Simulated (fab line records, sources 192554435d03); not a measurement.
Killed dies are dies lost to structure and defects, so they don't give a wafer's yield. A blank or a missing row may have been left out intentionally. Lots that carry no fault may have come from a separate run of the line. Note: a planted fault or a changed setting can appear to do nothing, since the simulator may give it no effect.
Matching of chambers	flow n5_finfet	N5_GATE_CUT_STRIP_59 on rie_diel-01: 4 sister chambers
The step strips in N2/H2, time 20 s. 4 wafers are shown with their chamber, then 11 later ones without.

WAFERS WITH THEIR CHAMBER
wafer	chamber	showerhead_plenum_p_Torr (Torr)
L085.5	2	3.41
L086.2	0	3.43
L086.4	3	3.63
L090.1	1	3.44

WAFERS WHOSE CHAMBER IS MISSING
wafer	showerhead_plenum_p_Torr (Torr)
L090.2	3.62
L090.4	3.62
L091.2	3.41
L091.3	3.62
L091.5	3.41
L093.3	3.62
L093.4	3.62
L093.6	3.43
L096.1	3.40
L096.3	3.62
L096.5	3.43

EACH ONE'S CHAMBER
wafer	from the rows above	in truth
L090.2	3	3
L090.4	3	3
L091.2	2	2
L091.3	3	3
L091.5	2	2
L093.3	3	3
L093.4	3	3
L093.6	can't be placed: 0 or 1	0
L096.1	2	2
L096.3	3	3
L096.5	can't be placed: 0 or 1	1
Correctly placed: 9 of 11. These rows do not allow placing 2 (true chamber among the candidates in 2). Placed wrongly: 0.
How it was worked out, from the rows above alone: a wafer's distance from a chamber is the root of the sum, over the readings, of the square of ((its reading less the chamber's mean) divided by the reading's scatter). If the next closest chamber is less than 2 further off than the closest, the wafer can't be placed; otherwise it belongs to the closest. A chamber's mean is the mean of its shown wafers. The scatter (one wafer shown for each chamber): square how far every hidden wafer sits from the nearest shown wafer, average those squares and take the square root.
